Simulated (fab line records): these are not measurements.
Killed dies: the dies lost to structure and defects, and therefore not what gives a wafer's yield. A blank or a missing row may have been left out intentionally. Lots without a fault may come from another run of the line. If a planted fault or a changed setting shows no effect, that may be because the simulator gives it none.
The tool behind it: which one? | flow nandHarc | at 1 step of a route of 1302, 7 lots with 21 wafers sampled

WHAT THE GAUGES READ, wafer by wafer
NHARC_A_ZERO_WELL_CD_MEAS_10: target cd 2000 nm.
lot  | measured     | on       | cdNm (nm)
L931 | day 7 18:34  | cdSem-01 | 2000.5 1999.7 1997.4
L935 | day 9 02:29  | cdSem-01 | 2002.9 1996.5 1999.9
L938 | day 10 14:43 | cdSem-01 | 2002.8 2001.2 1998.9
L940 | day 11 10:13 | cdSem-01 | 2000.5 2002.0 2002.5
L943 | day 13 02:49 | cdSem-03 | 1996.8 2001.9 2001.6
L950 | day 15 07:29 | cdSem-01 | 1999.2 1995.8 1999.5
L952 | day 16 12:32 | cdSem-01 | 1997.1 1999.6 2000.0

EACH LOT AND THE TOOL THAT RAN IT (in order: tool; ch and the chambers of the sampled wafers; start)
No process step before these readings appears in the record.

THE ANSWER, worked out from the rows above alone
Rule: the lots themselves supply what counts as usual. Put in order of their means at a reading, lots are off if they are a third of the lots or fewer, leave a main group of 4 or more, and stand apart from it by a gap of 3 or more times the standard deviation of the main group's means; of several such gaps the widest counts. A main group whose means are all the same, to the digits that the tables above print for the reading, isn't used. A lot without any number at a reading at which 4 lots or more have one is off too. The other lots that the step has rows for count as sound.
None of the lots is off at any reading shown; this tells nothing.

WHAT THE SIMULATOR HAD INSERTED
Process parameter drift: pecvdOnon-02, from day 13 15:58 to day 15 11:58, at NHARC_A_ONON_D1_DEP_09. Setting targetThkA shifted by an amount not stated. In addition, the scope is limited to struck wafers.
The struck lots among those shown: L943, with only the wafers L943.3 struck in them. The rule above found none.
